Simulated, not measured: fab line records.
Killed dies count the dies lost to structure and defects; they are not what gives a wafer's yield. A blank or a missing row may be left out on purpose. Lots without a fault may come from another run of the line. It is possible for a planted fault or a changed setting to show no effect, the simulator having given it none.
Chamber matching / flow n5Finfet / pecvd-01 running N5_BEOL_M5_PECVD_70: 3 sister chambers
The step deposits SiO2 from TEOS/O2, target thk 16 nm, time 18 s. 14 wafers are shown with their chamber, then 7 later ones without.

WAFERS WITH THEIR CHAMBER
wafer=L077.2; chamber=0; throttleValvePct (%)=21.2; showerheadPlenumPTorr (Torr)=8.82; heaterPowerW (W)=636
wafer=L077.5; chamber=2; throttleValvePct (%)=22.5; showerheadPlenumPTorr (Torr)=8.86; heaterPowerW (W)=689
wafer=L077.6; chamber=0; throttleValvePct (%)=21.4; showerheadPlenumPTorr (Torr)=8.83; heaterPowerW (W)=652
wafer=L075.2; chamber=2; throttleValvePct (%)=22.6; showerheadPlenumPTorr (Torr)=8.85; heaterPowerW (W)=667
wafer=L075.3; chamber=0; throttleValvePct (%)=21.2; showerheadPlenumPTorr (Torr)=8.78; heaterPowerW (W)=759
wafer=L075.6; chamber=2; throttleValvePct (%)=22.6; showerheadPlenumPTorr (Torr)=8.85; heaterPowerW (W)=667
wafer=L080.1; chamber=1; throttleValvePct (%)=25.0; showerheadPlenumPTorr (Torr)=8.89; heaterPowerW (W)=730
wafer=L080.3; chamber=0; throttleValvePct (%)=21.4; showerheadPlenumPTorr (Torr)=8.82; heaterPowerW (W)=736
wafer=L080.5; chamber=0; throttleValvePct (%)=21.2; showerheadPlenumPTorr (Torr)=8.81; heaterPowerW (W)=732
wafer=L084.2; chamber=1; throttleValvePct (%)=24.8; showerheadPlenumPTorr (Torr)=8.88; heaterPowerW (W)=773
wafer=L084.4; chamber=1; throttleValvePct (%)=24.4; showerheadPlenumPTorr (Torr)=8.88; heaterPowerW (W)=772
wafer=L084.5; chamber=2; throttleValvePct (%)=20.7; showerheadPlenumPTorr (Torr)=8.82; heaterPowerW (W)=716
wafer=L087.1; chamber=0; throttleValvePct (%)=21.7; showerheadPlenumPTorr (Torr)=8.84; heaterPowerW (W)=741
wafer=L087.4; chamber=0; throttleValvePct (%)=21.4; showerheadPlenumPTorr (Torr)=8.85; heaterPowerW (W)=768

SIGNATURES (averages over the wafers above)
reading=throttleValvePct; chamber 0=21.357; chamber 1=24.733; chamber 2=22.100; scatter within a chamber=0.523
reading=showerheadPlenumPTorr; chamber 0=8.8214; chamber 1=8.8833; chamber 2=8.8450; scatter within a chamber=0.0192
reading=heaterPowerW; chamber 0=717.71; chamber 1=758.33; chamber 2=684.75; scatter within a chamber=41.7
Rule: a wafer's distance from a chamber is the root of the sum, over the readings, of the square of ((its reading less the chamber's mean) divided by the reading's scatter). The wafer belongs to the nearest chamber; if the next one is less than 2 further off, it can't be placed. How the scatter is found: for the shown wafers, subtract from each reading the mean of its chamber, square and add these, divide the total by (wafers less chambers), then take the root.

WAFERS WHOSE CHAMBER IS MISSING
wafer=L087.6; throttleValvePct (%)=24.8; showerheadPlenumPTorr (Torr)=8.88; heaterPowerW (W)=880
wafer=L093.3; throttleValvePct (%)=21.0; showerheadPlenumPTorr (Torr)=8.82; heaterPowerW (W)=712
wafer=L093.4; throttleValvePct (%)=24.6; showerheadPlenumPTorr (Torr)=8.88; heaterPowerW (W)=854
wafer=L093.5; throttleValvePct (%)=21.6; showerheadPlenumPTorr (Torr)=8.84; heaterPowerW (W)=779
wafer=L091.1; throttleValvePct (%)=20.9; showerheadPlenumPTorr (Torr)=8.82; heaterPowerW (W)=725
wafer=L091.3; throttleValvePct (%)=21.6; showerheadPlenumPTorr (Torr)=8.81; heaterPowerW (W)=680
wafer=L091.6; throttleValvePct (%)=20.9; showerheadPlenumPTorr (Torr)=8.84; heaterPowerW (W)=730

THE CHAMBER EACH PASSED THROUGH
wafer=L087.6; from the rows above=1; in truth=1
wafer=L093.3; from the rows above=can't be placed: 0 or 2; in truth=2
wafer=L093.4; from the rows above=1; in truth=1
wafer=L093.5; from the rows above=can't be placed: 0 or 2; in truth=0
wafer=L091.1; from the rows above=can't be placed: 0 or 2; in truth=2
wafer=L091.3; from the rows above=can't be placed: 0 or 2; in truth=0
wafer=L091.6; from the rows above=can't be placed: 0 or 2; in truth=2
Correctly placed: 2 of 7. From these rows, 5 cannot be placed; in 5 the true chamber is one of the candidates. Number placed wrongly: 0.
